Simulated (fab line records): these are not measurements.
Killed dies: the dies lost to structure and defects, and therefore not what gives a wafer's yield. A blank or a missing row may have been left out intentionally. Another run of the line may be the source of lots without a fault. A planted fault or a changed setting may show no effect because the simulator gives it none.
fab line records	flow n5-finfet
record: lots: 6	wafers: 18	last-day: 16
route steps=1938 shown MOL_CONTACT_COAG@583 BEOL_M4@1111
lots that met no fault: taken from a fault-free run of the same line
start-h: hours from the record's opening day to when the first of the lot's shown wafers began	wait-h: how many hours have passed since the lot's step before this one	" the same as in the row above	L1.1+2: a row that stands for several wafers	- no value, or no start was given	* or withheld: withheld	< > ~ a bound
route shown NAME@n: NAME is a module with steps in the file, n the number in the route of the first one	usual: the fault-free wafers' mean and standard deviation	same: alike in all rows	chamber/n: place in a boat	sites: each site's reading	_std_site: their standard deviation	_edge_site: inner sites' mean taken away from outer sites' mean	radius-mm: how far each site lies from the wafer's centre	mask NAME#n: copy n	behind: the last tool/chamber to shape the wafer	hold: the reason the lot was held/the length of the hold in hours/how it ended	device: which transistor (n, p or np) failed to switch	end of line: at the end of the route, the tests of the same wafers	where a step has no rows: the recipe by itself	killed: dies lost to structure and defects at the first sort, not the wafer's yield	map: the dies of a wafer, with x for killed, . for not killed, _ for no die there
set.NAME: setting as actually run; set.NAME@STEP: the setting as run at that earlier step	model.NAME: the simulator's own value behind a step, which no gauge read
lots at some steps of the route; a table a step, a row a wafer
services: a tool's chamber out of use, with start hour (start-h, from the record's first day; less than 0 if before it), hours out, and reason
== steps ==
step: N5_MOL_CONTACT_COAG_STRIP_93
recipe: chemistry: N2/H2	temp-c: 40	n2-flow-sccm: 200	h2-flow-sccm: 200	rf-frequency-hz: 6e+07
step: N5_MOL_CONTACT_COAG_ETCHBACK_135
recipe: chemistry: CHF3	target: SiO2	target-depth-a: 250	time-s: 16.7	ion-energy-ev: 200	pressure-mtorr: 30	source-w: 610	bias-w: 170	Ar_flow_sccm: 200	CHF3_flow_sccm: 50
usual: drypump-motor-current-A: 6.0/0.5	oes_ar_750_au: 0.78/0.073	oes-product-au: 0.78/0.077	rf-vpp-V: 525/4.5	showerhead-plenum-p-Torr: 2.39/0.075	throttle-valve-pct: 18.70/0.2
lot.wafer	tool	chamber	start-h	wait-h	drypump-motor-current-A	oes_ar_750_au	oes-product-au	rf-hours-counter-h	rf-vpp-V	showerhead-plenum-p-Torr	throttle-valve-pct
L309.1	rie-diel-05	2	113.37	0.0	6.6	0.80	0.80	120	524	2.40	18.71
L309.4	"	0	"	"	5.6	0.85	0.86	60	527	2.32	18.50
L309.6	"	2	"	"	6.6	0.81	0.80	-	524	2.40	18.70
L310.1	rie-diel-05	2	114.24	0.0	6.6	0.80	0.80	120	524	2.40	18.71
L310.3	"	0	"	"	5.6	0.86	0.86	61	528	2.32	18.49
L310.5	"	1	"	"	6.3	0.69	0.69	-	536	2.45	18.80
L318.1	rie-diel-05	1	159.15	0.0	6.3	0.68	0.68	248	535	2.45	18.82
L318.4	"	3	"	"	5.5	0.79	0.78	119	524	2.50	18.83
L318.5	"	2	"	"	6.6	0.78	0.78	-	522	2.39	18.73
L320.1	rie-diel-01	3	172.29	0.0	5.1	0.73	0.72	224	518	2.26	18.79
L320.2	"	2	"	"	6.6	0.71	0.70	203	526	2.36	18.73
L320.3	"	0	"	"	5.5	0.88	0.86	56	525	2.42	19.02
L323.3	rie-diel-05	1	194.56	0.0	6.3	0.98	0.99	1	530	2.44	18.40
L323.5	"	2	"	"	6.6	0.77	0.76	-	524	2.38	18.77
L323.6	"	1	"	"	6.2	0.98	0.99	-	532	2.45	18.40
L329.1	rie-diel-04	1	224.34	0.0	5.7	0.77	0.76	149	524	2.38	18.99
L329.3	"	2	"	"	5.7	0.90	0.90	12	518	2.43	18.22
L329.5	"	1	"	"	5.7	0.76	0.76	-	525	2.38	18.98
step: N5_MOL_CONTACT_COAG_STRIP_118
recipe: chemistry: CHF3	resist: SiARC	rf-frequency-hz: 6e+07
step: N5_MOL_CONTACT_COAG_VIA_ETCH_46
recipe: chemistry: C4F6/O2	target-depth-a: 460	overetch-a: 92	mask-material: SOC	target: SiO2	bias-w: 455	pressure-mtorr: 10	time-s: 40	source-w: 325	Ar_flow_sccm: 300	C4F6_flow_sccm: 10	O2_flow_sccm: 10	ion-energy-ev: 575.3	ends: end-point
usual: drypump-motor-current-A: 6.0/0.5	oes_ar_750_au: 0.78/0.073	oes-product-au: 0.70/0.065	rf-vpp-V: 1589/13	showerhead-plenum-p-Torr: 2.85/0.09	throttle-valve-pct: 40.75/0.28
lot.wafer	tool	chamber	start-h	wait-h	drypump-motor-current-A	oes_ar_750_au	oes-product-au	rf-hours-counter-h	rf-vpp-V	showerhead-plenum-p-Torr	throttle-valve-pct
L309.1	rie-diel-05	2	113.40	0.0	6.6	0.80	0.71	120	1583	2.86	40.56
L309.4	"	0	"	"	5.6	0.85	0.76	60	1596	2.77	40.39
L309.6	"	2	"	"	6.6	0.80	0.72	-	1585	2.86	40.58
L310.1	rie-diel-05	2	114.28	0.0	6.6	0.81	0.71	120	1583	2.86	40.56
L310.3	"	0	"	"	5.6	0.85	0.76	61	1598	2.77	40.39
L310.5	"	1	"	"	6.3	0.70	0.63	-	1621	2.93	40.99
L318.1	rie-diel-05	1	159.18	0.0	6.3	0.68	0.61	248	1620	2.92	40.98
L318.4	"	3	"	"	5.6	0.78	0.71	119	1588	2.98	40.96
L318.5	"	2	"	"	6.6	0.79	0.70	-	1583	2.85	40.57
L320.1	rie-diel-01	3	172.33	0.0	5.1	0.72	0.64	224	1566	2.70	40.71
L320.2	"	2	"	"	6.6	0.71	0.63	203	1593	2.82	40.94
L320.3	"	0	"	"	5.5	0.88	0.78	56	1590	2.89	41.34
L323.3	rie-diel-05	1	194.60	0.0	6.2	0.98	0.87	1	1607	2.92	40.65
L323.5	"	2	"	"	6.6	0.77	0.70	-	1584	2.84	40.60
L323.6	"	1	"	"	6.3	0.98	0.87	-	1608	2.92	40.65
L329.1	rie-diel-04	1	224.38	0.0	5.7	0.78	0.68	149	1589	2.83	41.06
L329.3	"	2	"	"	5.7	0.89	0.81	12	1566	2.90	40.68
L329.5	"	1	"	"	5.7	0.77	0.68	-	1588	2.83	41.06
step: N5_MOL_CONTACT_COAG_STRIP_96
recipe: chemistry: N2/H2	power-w: 500	temp-c: 40	pressure-mtorr: 50	rf-frequency-hz: 6e+07	overash-fraction: 0.3	bias-power-w: 28	h2-frac: 0.5	n2-flow-sccm: 300	h2-flow-sccm: 300
usual: drypump-motor-current-A: 6.0/0.5	oes-product-au: 0.78/0.077	power-w: 500.4/1.5	rf-vpp-V: 122.0/1.3	showerhead-plenum-p-Torr: 3.37/0.1	throttle-valve-pct: 18.7/0.34
lot.wafer	tool	chamber	start-h	wait-h	drypump-motor-current-A	oes-product-au	power-w	rf-hours-counter-h	rf-vpp-V	showerhead-plenum-p-Torr	throttle-valve-pct
L309.1	rie-diel-05	2	113.47	0.0	6.6	0.80	500.3	120	123.9	3.38	18.6
L309.4	"	0	"	"	5.6	0.86	500.4	60	122.8	3.26	18.3
L309.6	"	2	"	"	6.6	0.80	499.1	-	121.6	3.38	18.6
L310.1	rie-diel-05	2	114.34	0.0	6.6	0.78	498.8	120	121.3	3.38	18.6
L310.3	"	0	"	"	5.6	0.86	501.3	61	120.0	3.26	18.3
L310.5	"	1	"	"	6.3	0.69	498.3	-	122.9	3.45	18.7
L318.1	rie-diel-05	1	159.25	0.0	6.3	0.69	499.6	248	121.5	3.44	18.7
L318.4	"	3	"	"	5.6	0.79	499.2	119	123.7	3.51	18.6
L318.5	"	2	"	"	6.6	0.78	502.4	-	119.3	3.37	18.6
L320.1	rie-diel-01	3	172.39	0.0	5.2	0.71	501.3	224	122.3	3.19	18.7
L320.2	"	2	"	"	6.6	0.71	502.4	203	124.0	3.32	18.8
L320.3	"	0	"	"	5.5	0.88	501.6	56	122.7	3.41	19.1
L323.3	rie-diel-05	1	194.66	0.0	6.3	0.99	499.9	1	122.3	3.44	18.3
L323.5	"	2	"	"	6.6	0.76	501.4	-	123.0	3.36	18.7
L323.6	"	1	"	"	6.3	1.01	500.7	-	121.1	3.44	18.3
L329.1	rie-diel-04	1	224.44	0.0	5.7	0.76	501.9	149	121.7	3.36	19.3
L329.3	"	2	"	"	5.8	0.91	498.9	12	121.3	3.44	18.4
L329.5	"	1	"	"	5.7	0.76	501.1	-	121.9	3.36	19.4
step: N5_MOL_CONTACT_COAG_ETCH_47
recipe: chemistry: CH3F/O2	target: SiNx	target-depth-a: 270	mask-material: SiO2	stop-on: W	over-etch-frac: 0.2	ion-energy-ev: 120	endpoint: OES-CN	pressure-mtorr: 30	source-w: 395	bias-w: 73	Ar_flow_sccm: 150	CH3F_flow_sccm: 30	O2_flow_sccm: 20	ends: end-point
usual: drypump-motor-current-A: 6.0/0.5	etch-rf-on-time-s: 31.4/0.37	oes_ar_750_au: 0.78/0.073	oes-product-au: 0.70/0.068	rf-vpp-V: 297.8/2.6	showerhead-plenum-p-Torr: 2.01/0.066	throttle-valve-pct: 16.33/0.19
same: over-etch-frac: 0.2
lot.wafer	tool	chamber	start-h	wait-h	drypump-motor-current-A	etch-rf-on-time-s	oes_ar_750_au	oes-product-au	rf-hours-counter-h	rf-vpp-V	showerhead-plenum-p-Torr	throttle-valve-pct
L309.1	rie-diel-05	2	113.51	0.0	6.6	31.6	0.80	0.71	120	296.1	2.01	16.31
L309.4	"	0	"	"	5.6	31.5	0.85	0.76	60	298.8	1.95	16.14
L309.6	"	2	"	"	6.6	31.8	0.80	0.71	-	298.9	2.01	16.33
L310.1	rie-diel-05	2	114.38	0.0	6.6	31.6	0.81	0.71	120	297.1	2.01	16.31
L310.3	"	0	"	"	5.6	31.6	0.84	0.76	61	298.8	1.95	16.14
L310.5	"	1	"	"	6.3	31.6	0.69	0.62	-	303.6	2.07	16.45
L318.1	rie-diel-05	1	159.29	0.0	6.2	31.5	0.68	0.61	248	303.0	2.06	16.48
L318.4	"	3	"	"	5.5	31.2	0.79	0.71	119	298.2	2.11	16.48
L318.5	"	2	"	"	6.6	31.6	0.79	0.70	-	297.7	2.01	16.36
L320.1	rie-diel-01	3	172.43	0.0	5.1	31.1	0.72	0.64	224	295.0	1.90	16.46
L320.2	"	2	"	"	6.6	31.3	0.71	0.63	203	298.0	1.99	16.39
L320.3	"	0	"	"	5.5	30.9	0.88	0.79	56	297.0	2.03	16.62
L323.3	rie-diel-05	1	194.70	0.0	6.2	31.2	0.98	0.88	1	302.1	2.06	16.02
L323.5	"	2	"	"	6.6	32.2	0.77	0.68	-	297.6	2.00	16.38
L323.6	"	1	"	"	6.3	31.2	0.98	0.89	-	299.8	2.06	16.03
L329.1	rie-diel-04	1	224.48	0.0	5.7	31.0	0.77	0.68	149	297.0	2.00	16.61
L329.3	"	2	"	"	5.8	31.0	0.90	0.80	12	293.5	2.05	15.82
L329.5	"	1	"	"	5.8	30.8	0.77	0.68	-	298.2	2.00	16.60
step: N5_MOL_CONTACT_COAG_STRIP_119
recipe: chemistry: N2/H2	time-s: 30	power-w: 1000	temp-c: 250	pressure-mtorr: withheld	n2-flow-sccm: 1750	h2-flow-sccm: 3250
usual: drypump-motor-current-A: 6.1/0.3	heater-power-w: 312/17
lot.wafer	tool	chamber	start-h	wait-h	drypump-motor-current-A	heater-power-w	rf-hours-counter-h
L309.1	plasma-asher-01	0	113.59	0.1	5.8	316	43
L309.4	"	0	"	"	5.7	316	-
L309.6	"	1	"	"	5.9	289	-
L310.1	plasma-asher-02	1	114.46	0.1	6.4	319	96
L310.3	"	1	"	"	6.5	323	-
L310.5	"	0	"	"	6.4	323	-
L318.1	plasma-asher-02	1	159.46	0.1	6.5	328	106
L318.4	"	1	"	"	6.5	315	-
L318.5	"	1	"	"	6.5	329	-
L320.1	plasma-asher-02	0	172.51	0.1	6.4	330	108
L320.2	"	1	"	"	6.5	328	108
L320.3	"	1	"	"	6.4	319	-
L323.3	plasma-asher-01	1	194.80	0.1	5.9	286	-
L323.5	"	0	"	"	5.8	321	-
L323.6	"	1	"	"	5.9	284	-
L329.1	plasma-asher-01	0	224.61	0.1	5.8	318	67
L329.3	"	1	"	"	5.9	288	-
L329.5	"	1	"	"	5.9	290	-
step: N5_MOL_CONTACT_COAG_PRECLEAN_144
recipe: chemistry: alkaline-clean	temp-c: 60	time-s: 60	do-ppb: 50
step: N5_MOL_CONTACT_COAG_SRD_145
recipe: dry: ipa-marangoni	time-s: 30	temp-c: 23	rinse-liquid: diw
step: N5_MOL_CONTACT_COAG_CD_MEAS_137
recipe: target-cd-nm: 16
usual: cd-nm: 16.0/0.32
lot.wafer	tool	chamber	start-h	wait-h	cd-nm
L309.1	cd-sem-02	-	113.74	0.0	16.3
L309.4	"	-	"	"	16.0
L309.6	"	-	"	"	15.9
L310.1	cd-sem-03	-	114.61	0.0	16.0
L310.3	"	-	"	"	15.7
L310.5	"	-	"	"	16.0
L318.1	cd-sem-03	-	159.61	0.0	15.4
L318.4	"	-	"	"	15.9
L318.5	"	-	"	"	16.0
L320.1	cd-sem-03	-	172.66	0.0	16.1
L320.2	"	-	"	"	16.7
L320.3	"	-	"	"	15.7
L323.3	cd-sem-01	-	194.93	0.0	16.2
L323.5	"	-	"	"	16.0
L323.6	"	-	"	"	16.8
L329.1	cd-sem-01	-	224.76	0.0	16.1
L329.3	"	-	"	"	16.7
L329.5	"	-	"	"	16.6
step: N5_MOL_CONTACT_COAG_COAT_62
recipe: resist: SOC	temp-c: 250	time-s: 60	spin-rpm: 1500	resist-thk-nm: 60
step: N5_MOL_CONTACT_COAG_COAT_63
recipe: resist: SiARC	temp-c: 220	time-s: 60	spin-rpm: 1500	resist-thk-nm: 10
step: N5_MOL_CONTACT_COAG_COAT_64
recipe: resist: underlayer	temp-c: 205	time-s: 60	spin-rpm: 1500	resist-thk-nm: 10
usual: heater-power-total-W: 391.9/1.3	plate-temp-C: 204.97/0.17
lot.wafer	tool	chamber	start-h	wait-h	heater-power-total-W	plate-temp-C
L309.1	litho-track-03	0	113.78	-	390.4	204.82
L309.4	"	0	"	"	393.9	204.65
L309.6	"	0	"	"	393.8	204.95
L310.1	litho-track-04	0	114.65	-	393.0	205.13
L310.3	"	0	"	"	391.0	205.01
L310.5	"	0	"	"	393.2	205.01
L318.1	litho-track-04	0	159.65	-	430.2	222.61
L318.4	"	0	"	"	432.7	222.71
L318.5	"	0	"	"	430.5	222.52
L320.1	litho-track-04	0	172.70	-	437.2	221.97
L320.2	"	0	"	"	430.2	222.24
L320.3	"	0	"	"	432.0	222.11
L323.3	litho-track-03	0	194.97	-	393.8	205.20
L323.5	"	0	"	"	392.4	204.84
L323.6	"	0	"	"	389.9	205.06
L329.1	litho-track-03	0	224.80	-	391.8	205.23
L329.3	"	0	"	"	393.8	205.21
L329.5	"	0	"	"	393.6	205.01
step: N5_MOL_CONTACT_COAG_COAT_34
recipe: resist: CAR-EUV	spin-rpm: 1500	resist-thk-nm: 40
step: N5_BEOL_M4_RC_MEAS_101
usual: DIBL_N: 36.3/1.2	DIBL_P: 36.1/1.6	IOFF_N: 0.161/0.023	IOFF_P: 0.209/0.027	ION_N: 676/8.9	ION_P: 462/5.3	SS_N: 71.5/0.51	SS_P: 73.2/0.5	VT_N: 249.1/2.5	VT_P: -249.9/2.8
lot.wafer	tool	chamber	start-h	wait-h	DIBL_N[mV/V]	DIBL_P[mV/V]	IOFF_N[nA/um]	IOFF_P[nA/um]	ION_N[uA/um]	ION_P[uA/um]	SS_N[mV/dec]	SS_P[mV/dec]	VT_N[mV]	VT_P[mV]
L309.1	prober-01	0	176.14	0.0	36.3	36.0	0.161	0.207	675	462	70.5	73.5	248.5	-251.2
L309.4	"	0	"	"	37.6	38.1	0.182	0.240	684	469	71.1	73.9	246.4	-248.3
L309.6	"	0	"	"	38.5	38.9	0.208	0.257	691	472	72.2	73.5	244.1	-243.6
L310.1	prober-01	0	179.90	0.0	35.8	34.1	0.147	0.202	673	464	71.1	72.4	251.4	-247.8
L310.3	"	0	"	"	36.9	34.8	0.161	0.207	676	459	71.2	72.6	251.6	-249.9
L310.5	"	0	"	"	38.2	37.4	0.191	0.245	690	470	71.9	73.7	250.0	-247.3
L318.1	prober-01	0	226.31	0.0	37.7	37.0	0.187	0.214	690	461	72.1	73.3	245.7	-250.6
L318.4	"	0	"	"	37.3	36.4	0.169	0.203	677	458	71.8	72.7	249.1	-247.1
L318.5	"	0	"	"	35.5	35.3	0.141	0.185	663	454	70.9	72.8	251.1	-250.0
L320.1	prober-02	0	246.32	0.0	37.5	36.2	0.169	0.252	674	463	71.9	73.3	247.4	-244.1
L320.2	"	0	"	"	35.9	35.7	0.154	0.234	683	476	71.2	73.4	247.7	-246.4
L320.3	"	0	"	"	34.5	32.5	0.121	0.199	664	466	70.4	72.5	255.4	-246.6
L323.3	prober-02	0	249.34	0.3	36.2	36.4	0.166	0.206	669	459	71.3	73.2	250.0	-250.2
L323.5	"	0	"	"	35.1	35.6	0.157	0.204	681	469	72.0	72.9	249.4	-250.6
L323.6	"	0	"	"	34.9	34.8	0.150	0.186	668	459	71.0	72.8	251.0	-250.7
L329.1	prober-02	0	284.60	0.0	36.9	38.7	0.155	0.237	667	460	71.6	73.7	252.0	-247.5
L329.3	"	0	"	"	37.1	38.2	0.152	0.223	669	455	71.5	73.6	252.4	-247.7
L329.5	"	0	"	"	38.2	40.2	0.180	0.271	676	465	71.6	74.1	248.3	-245.8
== services ==
tool	chamber	start-h	hours	kind
rie-diel-04	-	101.30	0.5	repair
rie-diel-05	2	119.71	1.5	repair
plasma-asher-02	-	123.16	4.3	pm
rie-diel-04	1	160.26	9.4	repair
rie-diel-05	1	168.24	-	clean
rie-diel-05	1	168.24	-	consumable-replace:esc
rie-diel-05	1	168.24	-	consumable-replace:focus-ring
rie-diel-05	1	168.24	23.1	scheduled-down
rie-diel-05	1	168.24	23.1	vent-cycle
rie-diel-04	2	175.20	-	clean
rie-diel-04	2	175.20	-	consumable-replace:focus-ring
rie-diel-04	2	175.20	17.6	scheduled-down
rie-diel-04	2	175.20	17.6	vent-cycle
rie-diel-01	-	182.64	29.3	repair
rie-diel-04	2	210.03	5.3	repair
rie-diel-04	1	217.31	5.0	repair
rie-diel-01	3	221.31	4.5	repair
== key ==
first-sign: step: N5_MOL_CONTACT_COAG_COAT_64	reading: plate-temp-C	direction: up	sigmas: 99+	usual: *	struck: *
effect: step: N5_MOL_CONTACT_COAG_COAT_64	reading: heater-power-total-W	direction: up	sigmas: 30	usual: *	struck: *
met-at N5_MOL_CONTACT_COAG_COAT_64
struck-wafers L318.1,L318.4,L318.5,L320.1,L320.2,L320.3
onset-between 114.65 159.65
fault: kind: process-parameter-drift	tool: litho-track-04	chamber: -	onset-h: 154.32	steps: N5_MOL_CONTACT_COAG_COAT_64	channel: temp-c	offset: *	shape: step	end-h: 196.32	acts-in: *	stated: *
